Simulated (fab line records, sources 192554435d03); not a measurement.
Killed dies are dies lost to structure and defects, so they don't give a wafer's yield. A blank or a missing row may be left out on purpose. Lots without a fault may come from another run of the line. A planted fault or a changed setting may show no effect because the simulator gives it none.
Which tool did it? | flow n5_finfet | 10 lots, 27 wafers sampled, at 6 steps of a route of 1938

WHAT THE GAUGES READ, wafer by wafer
N5_GATE_CUT_THK_MEAS_24.
lot  | measured     | on            | GC_FILL_THK (nm)
L815 | day 5 04:56  | film_metro-01 | 220.6 219.3
L816 | day 5 08:02  | film_metro-02 | 215.4 220.8 219.1
L818 | day 5 20:26  | film_metro-01 | 218.8 218.5 221.4
L820 | day 6 09:34  | film_metro-01 | 219.1 219.0 220.3
L821 | day 6 18:08  | film_metro-02 | 216.7 218.2 220.3
L822 | day 6 20:31  | film_metro-02 | 219.6 222.1
L824 | day 7 05:50  | film_metro-01 | 218.2 214.2 216.8
L832 | day 9 11:26  | film_metro-01 | 217.9 225.0 220.5
L834 | day 9 19:04  | film_metro-02 | 220.0 217.5 222.2
L836 | day 10 10:03 | film_metro-02 | 220.4 223.3

N5_MOL_CONTACT_COAG_OVL_MEAS_09.
lot  | measured     | on         | CA_OVL (nm)
L815 | day 5 06:01  | overlay-02 | 0.9 0.1
L816 | day 5 09:07  | overlay-02 | -1.2 -0.5 -1.2
L818 | day 5 21:31  | overlay-01 | -0.6 0.0 -0.1
L820 | day 6 10:46  | overlay-02 | 0.3 -0.8 -0.4
L821 | day 6 19:13  | overlay-02 | -0.2 -0.1 0.6
L822 | day 6 21:44  | overlay-01 | 0.3 0.1
L824 | day 7 06:55  | overlay-02 | -0.8 -0.4 -0.4
L832 | day 9 12:38  | overlay-02 | 11.3 10.8 11.4
L834 | day 9 20:15  | overlay-02 | 11.9 11.5 11.9
L836 | day 10 11:07 | overlay-01 | -0.5 -0.1

N5_BEOL_M4_RC_MEAS_101.
lot  | measured     | on        | DIBL_N (mV/V)  | DIBL_P (mV/V)  | IOFF_N (nA/um) | IOFF_P (nA/um) | ION_N (uA/um) | ION_P (uA/um) | SS_N (mV/dec)  | SS_P (mV/dec)  | VT_N (mV)   | VT_P (mV)
L815 | day 8 23:31  | prober-01 | 35.7 37.6      | 35.4 37.8      | 0.14 0.18      | 0.17 0.22      | 675 674       | 457 460       | 70.6 72.1      | 73.0 74.7      | 254 249     | -255.2 -249.7
L816 | day 8 13:13  | prober-02 | 33.3 36.9 33.6 | 30.4 35.9 30.2 | 0.09 0.14 0.09 | 0.15 0.21 0.14 | 643 684 642   | 452 470 443   | 70.6 71.0 70.6 | 72.3 72.7 71.8 | 257 250 258 | -252.8 -250.1 -255.9
L818 | day 9 06:07  | prober-02 | 36.2 34.6 37.3 | 37.4 35.8 39.0 | 0.16 0.13 0.19 | 0.21 0.18 0.23 | 679 671 688   | 463 466 467   | 71.7 71.1 72.2 | 73.2 72.5 74.0 | 249 256 250 | -253.5 -253.8 -251.7
L820 | day 9 07:47  | prober-02 | 32.3 34.5 37.8 | 30.4 33.9 38.5 | 0.09 0.12 0.17 | 0.14 0.18 0.25 | 653 666 672   | 459 465 467   | 70.1 71.4 71.9 | 71.2 73.0 73.8 | 257 251 248 | -253.7 -250.1 -247.8
L821 | day 10 17:14 | prober-02 | 38.9 35.9 36.7 | 40.1 37.6 38.4 | 0.20 0.15 0.16 | 0.21 0.18 0.19 | 675 673 670   | 456 453 452   | 72.3 71.5 72.0 | 73.5 72.7 72.8 | 250 252 252 | -253.0 -254.6 -253.3
L822 | day 10 18:18 | prober-01 | 33.9 37.4      | 33.0 38.3      | 0.12 0.17      | 0.17 0.26      | 663 678       | 464 469       | 71.1 71.9      | 72.9 74.4      | 255 249     | -251.0 -245.3
L824 | day 11 15:52 | prober-01 | 34.2 35.7 39.3 | 32.9 34.2 38.5 | 0.12 0.14 0.20 | 0.19 0.20 0.28 | 666 675 667   | 463 466 456   | 70.9 71.2 73.3 | 72.2 73.9 73.9 | 253 252 247 | -250.1 -249.2 -248.1
L832 | day 13 20:16 | prober-02 | 34.5 38.5 34.3 | 35.3 40.9 35.2 | 0.15 0.22 0.13 | 0.20 0.27 0.19 | 690 704 660   | 476 481 453   | 71.0 71.8 70.8 | 72.5 73.7 72.5 | 249 245 252 | -250.5 -248.8 -249.1
L834 | day 13 18:04 | prober-02 | 36.8 38.5 35.2 | 38.6 39.9 34.9 | 0.19 0.21 0.15 | 0.22 0.22 0.16 | 713 685 671   | 477 455 451   | 71.3 72.0 70.6 | 74.0 74.3 72.9 | 245 248 252 | -247.3 -252.6 -256.1
L836 | day 14 01:16 | prober-02 | 34.2 36.9      | 34.1 37.5      | 0.13 0.16      | 0.18 0.23      | 676 672       | 466 468       | 70.1 71.6      | 73.3 74.1      | 251 251     | -251.3 -249.1

WHICH TOOL RAN EACH LOT (tool, then ch and the chambers of the sampled wafers, then the start)
lot  | N5_GATE_CUT_ETCH_47               | N5_GATE_CUT_VAPOR_ETCH_49         | N5_MOL_CONTACT_COAG_EXPOSE_05
L815 | rie_metal-03 ch 1, day 5 02:15    | rie_metal-03 ch 1, day 5 02:19    | euv_scanner-02 ch 0, day 5 05:51
L816 | rie_metal-01 ch 0,1, day 5 05:58  | rie_metal-01 ch 0,1, day 5 06:01  | euv_scanner-02 ch 0, day 5 08:58
L818 | rie_metal-01 ch 0, day 5 18:15    | rie_metal-01 ch 0, day 5 18:22    | euv_scanner-02 ch 0, day 5 21:21
L820 | rie_metal-01 ch 0, day 6 07:23    | rie_metal-01 ch 0, day 6 07:30    | euv_scanner-01 ch 0, day 6 10:37
L821 | rie_metal-01 ch 0,1, day 6 15:46  | rie_metal-01 ch 0,1, day 6 15:50  | euv_scanner-01 ch 0, day 6 19:04
L822 | rie_metal-01 ch 0,1, day 6 18:28  | rie_metal-01 ch 0,1, day 6 18:31  | euv_scanner-01 ch 0, day 6 21:35
L824 | rie_metal-01 ch 0,1, day 7 03:44  | rie_metal-01 ch 0,1, day 7 03:47  | euv_scanner-02 ch 0, day 7 06:45
L832 | rie_metal-03 ch 1, day 9 09:14    | rie_metal-03 ch 1, day 9 09:21    | euv_scanner-01 ch 0, day 9 12:28
L834 | rie_metal-02 ch 0,1, day 9 16:59  | rie_metal-02 ch 0,1, day 9 17:02  | euv_scanner-01 ch 0, day 9 20:05
L836 | rie_metal-01 ch 0,1, day 10 07:58 | rie_metal-01 ch 0,1, day 10 08:02 | euv_scanner-02 ch 0, day 10 10:58
- N5_GATE_CUT_ETCH_47: etches SiO2 in Cl2/BCl3, target depth 10 nm.
- N5_GATE_CUT_VAPOR_ETCH_49: etches TiAlC in BCl3/Cl2.
- N5_MOL_CONTACT_COAG_EXPOSE_05: exposes mask CA, defocus 0 nm.

WHAT THE TOOLS THEMSELVES READ (means of the sampled wafers that have a number; where no wafer has one, the mark that the record gives instead)
N5_GATE_CUT_ETCH_47.
lot  | tool         | bcl3_flow_sccm (sccm) | drypump_motor_current_A (A) | oes_product_au (a.u.) | rf_fwd_power_W (W) | throttle_valve_pct (%)
L815 | rie_metal-03 | 21.59                 | 5.48                        | 0.76                  | 982                | 22.93
L816 | rie_metal-01 | 21.75                 | 5.55                        | 0.79                  | 976                | 23.23
L818 | rie_metal-01 | 21.77                 | 5.40                        | 0.90                  | 978                | 23.12
L820 | rie_metal-01 | 21.78                 | 5.39                        | 0.89                  | 972                | 23.11
L821 | rie_metal-01 | 21.80                 | 5.55                        | 0.92                  | 981                | 23.22
L822 | rie_metal-01 | 21.77                 | 5.62                        | 0.93                  | 979                | 23.28
L824 | rie_metal-01 | 21.78                 | 5.53                        | 0.91                  | 977                | 23.22
L832 | rie_metal-03 | 21.77                 | 5.48                        | 0.74                  | 979                | 22.95
L834 | rie_metal-02 | 21.76                 | 5.63                        | 0.82                  | 976                | 22.99
L836 | rie_metal-01 | 21.78                 | 5.64                        | 0.89                  | 983                | 23.27

N5_GATE_CUT_VAPOR_ETCH_49.
lot  | tool         | drypump_motor_current_A (A) | oes_product_au (a.u.)
L815 | rie_metal-03 | 5.48                        | 0.76
L816 | rie_metal-01 | 5.57                        | 0.80
L818 | rie_metal-01 | 5.39                        | 0.89
L820 | rie_metal-01 | 5.39                        | 0.89
L821 | rie_metal-01 | 5.54                        | 0.92
L822 | rie_metal-01 | 5.63                        | 0.95
L824 | rie_metal-01 | 5.53                        | 0.91
L832 | rie_metal-03 | 5.46                        | 0.74
L834 | rie_metal-02 | 5.63                        | 0.82
L836 | rie_metal-01 | 5.63                        | 0.89

THE ANSWER, worked out from the rows above alone
Rule: what is usual is taken from the lots themselves. Put in order of their means at a reading, lots are off if they are a third of the lots or fewer, leave a main group of 4 or more, and stand apart from it by a gap of 3 or more times the standard deviation of the main group's means; of several such gaps the widest counts. A main group whose means are all the same, to the digits that the tables above print for the reading, isn't used. A lot without any number at a reading at which 4 lots or more have one is off too. The other lots that the step has rows for count as sound. The gauges are gone through in route order, then the tools' own readings, and for those a lot's mean is taken as printed above. The first step at which some lot is off is used, and at that step the reading that is off furthest; a lot without a number counts as furthest.
Off: L832, L834, at N5_MOL_CONTACT_COAG_OVL_MEAS_09 (CA_OVL). The main group: mean -0.2 nm, standard deviation 0.43.
A tool fits if, at a process step before that reading, it ran every lot that is off, and no sound lot after the first of them. The gauges at N5_MOL_CONTACT_COAG_OVL_MEAS_09 are tried like those tools. Can't be told from this: 2 tools fit, euv_scanner-01 at N5_MOL_CONTACT_COAG_EXPOSE_05, overlay-02 at N5_MOL_CONTACT_COAG_OVL_MEAS_09.

WHAT THE SIMULATOR HAD PUT IN
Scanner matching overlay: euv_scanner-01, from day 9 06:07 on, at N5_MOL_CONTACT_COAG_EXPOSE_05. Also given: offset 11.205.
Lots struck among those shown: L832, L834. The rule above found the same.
